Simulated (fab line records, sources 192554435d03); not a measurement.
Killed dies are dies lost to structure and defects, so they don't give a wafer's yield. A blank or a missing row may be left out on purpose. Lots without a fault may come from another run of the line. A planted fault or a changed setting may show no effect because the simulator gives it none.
A struck lot beside a sound one | flow n5_finfet | 41 steps out of a route of 1938
Sound: wafers L209.2, L209.3, L209.6. Struck: wafer L205.5. (L205.2, L205.6 of the same lot were not struck and are left out.) The cause comes at the end.
At each step with rows: each side's tool, then ch and its chambers, then its first start. Under that, the readings that differ: sound wafers | struck wafers | difference of the means | sigmas: that difference in standard deviations of wafers without a fault.
alike: readings whose means differ by less than 2 such deviations, and words and numbers that are the same on both sides. not compared: withheld readings, readings that some wafer has no value for, bounds like >300 that may hide the same value, and numbers for which the record gives no deviation and whose values overlap.
The two part at a step that has a row with sigmas, a row that says differs or no value, or rows on one side only. Numbers that don't overlap but have no deviation are shown without sigmas and don't part them. A reading that every wafer of one side lacks parts them only if that side has two wafers or more.

first, 11 steps without rows for these wafers: N5_GATE_CUT_ETCHBACK_00 (etches W in SF6/Cl2); N5_GATE_CUT_ETCH_56 (etches TiN in Cl2/Ar, target depth 21.6 nm); N5_GATE_CUT_ETCHBACK_30 (etches TiN in Cl2/Ar, target depth 3 nm); N5_GATE_CUT_VAPOR_ETCH_60 (etches HfO2 in BCl3/Cl2); N5_GATE_CUT_ETCH_58 (etches SiNx in CH3F/O2, target depth 17 nm, time 128.6 s); N5_GATE_CUT_STRIP_59 (strips in N2/H2, time 20 s); N5_GATE_CUT_PRECLEAN_31 (cleans in DIW, time 300 s); N5_GATE_CUT_SRD_32 (time 30 s); N5_GATE_CUT_SAC_CAP_01 (material SiNx, target thk 24 nm, pulse time 1 s, ald cycles 480); N5_GATE_CUT_PECVD_57 (deposits SiNx from SiH4/NH3/N2, target thk 21 nm); N5_GATE_CUT_CMP_02 (polishes, stops on SiO2, t overpolish 12.7 s, target thk 0 nm).
N5_GATE_CUT_HM_DEP_46: deposits SiO2 from TEOS/O2, target thk 130 nm, time 26.6 s.
  sound on pecvd-02 ch 0,2, day 8 10:35; struck on pecvd-03 ch 1, day 7 11:34
  reading                                      | sound             | struck | difference | sigmas
  model.SiO2_of_GATE_CUT_HM_DEP_46.thk_nm (nm) | 130.2 130.2 131.4 | 164.2  | +33.6      |
  alike: chamber_pressure_Torr, heater_power_outer_w, heater_power_w, showerhead_plenum_p_Torr, throttle_valve_pct
then, 15 steps without rows for these wafers: N5_GATE_CUT_COAT_34 (time 60 s, resist thk 60 nm); N5_GATE_CUT_COAT_35 (time 60 s, resist thk 10 nm); N5_GATE_CUT_COAT_27 (time 60 s, resist thk 10 nm); N5_GATE_CUT_COAT_07 (resist thk 30 nm); N5_GATE_CUT_EBR_09; N5_GATE_CUT_SOFTBAKE_08 (time 60 s); N5_GATE_CUT_EXPOSE_10 (exposes mask GATE CUT, target cd 20 nm); N5_GATE_CUT_PEB_11 (peb time 60 s); N5_GATE_CUT_DEVELOP_12 (develop time 30 s); N5_GATE_CUT_DESCUM_18 (chemistry O2, time 7 s); N5_GATE_CUT_ETCH_28 (etches underlayer in N2/H2, target depth 13 nm, time 10.4 s); N5_GATE_CUT_ETCH_36 (etches SiARC in CF4, target depth 13 nm, time 21.7 s); N5_GATE_CUT_ETCH_37 (etches SOC in N2/H2, target depth 60 nm, overetch 12 nm, time 90 s); N5_GATE_CUT_STRIP_38 (strips in N2/H2); N5_GATE_CUT_STRIP_39 (strips in N2/H2).
N5_GATE_CUT_HM_OPEN_40: chemistry C4F6/O2, target SiO2, target depth 139 nm, time 85.1 s.
  sound on rie_diel-02 ch 1,2,3, day 8 11:13; struck on rie_diel-02 ch 3, day 7 12:19
  reading                                   | sound             | struck | difference | sigmas
  etch_rf_on_time_s (s)                     | 93.6 95.3 95.3    | 117.6  | +22.9      | +13
  model.etch.depth_nm (nm)                  | 130.1 130.3 131.4 | 164.2  | +33.6      |
  model.SOC_of_GATE_CUT_COAT_34.thk_nm (nm) | 32.8 32.6 32.2    | 25     | -8         |
  alike: drypump_motor_current_A, oes_f_703_au, oes_product_au, rf_vpp_V, showerhead_plenum_p_Torr, throttle_valve_pct
  not compared: rf_hours_counter_h
then, 10 steps without rows for these wafers: N5_GATE_CUT_STRIP_41 (strips in CF4); N5_GATE_CUT_STRIP_42 (strips in O2); N5_GATE_CUT_ETCH_19 (etches SiNx in CH3F/O2, target depth 53.7 nm, time 76.7 s); N5_GATE_CUT_CUT_ETCH_53 (etches W in SF6/Cl2, target depth 79.2 nm); N5_GATE_CUT_CUT_ETCH_54 (etches TiN in Cl2/BCl3, target depth 96.7 nm); N5_GATE_CUT_CUT_ETCH_55 (etches HfO2 in BCl3, target depth 3.2 nm); N5_GATE_CUT_ETCH_47 (etches SiO2 in Cl2/BCl3, target depth 10 nm); N5_GATE_CUT_VAPOR_ETCH_48 (etches TiN in BCl3/Cl2); N5_GATE_CUT_VAPOR_ETCH_49 (etches TiAlC in BCl3/Cl2); N5_GATE_CUT_VAPOR_ETCH_51 (etches HfO2 in BCl3/Cl2).
N5_GATE_CUT_THK_MEAS_24:
  sound on film_metro-02, day 8 13:41; struck on film_metro-01, day 7 14:46
  reading          | sound             | struck | difference | sigmas
  GC_FILL_THK (nm) | 219.5 220.8 222.3 | 254.7  | +33.8      | +20
N5_GATE_CUT_CMP_43: polishes SiO2.
  sound on cmp-04 ch 0,3, day 8 13:47; struck on cmp-04 ch 0, day 7 14:53
  reading                                      | sound | struck | difference | sigmas
  model.SiO2_of_GATE_CUT_HM_DEP_46.thk_nm (nm) | 5 5 5 | 6.6    | +1.6       |
  alike: motor_current_A, slurry_flow_ml_min
-- the record jumps here: 5 days lie between the struck wafers' starts before and after (it left off in module GATE_CUT and takes up again in module BEOL_M4, whose first step shown is number 1111 of the route) --
N5_BEOL_M4_RC_MEAS_101:
  sound on prober-02 ch 0, day 12 10:10; struck on prober-01 ch 0, day 12 05:35
  alike: DIBL_N, DIBL_P, IOFF_N, IOFF_P, ION_N, ION_P, SS_N, SS_P, VT_N, VT_P

WHERE THEY PART
First at N5_GATE_CUT_HM_OPEN_40; last, within this record, at N5_GATE_CUT_THK_MEAS_24. Later steps at which nothing parts them and some readings are alike: N5_GATE_CUT_CMP_43, N5_BEOL_M4_RC_MEAS_101.

WHY: what the simulator had put in
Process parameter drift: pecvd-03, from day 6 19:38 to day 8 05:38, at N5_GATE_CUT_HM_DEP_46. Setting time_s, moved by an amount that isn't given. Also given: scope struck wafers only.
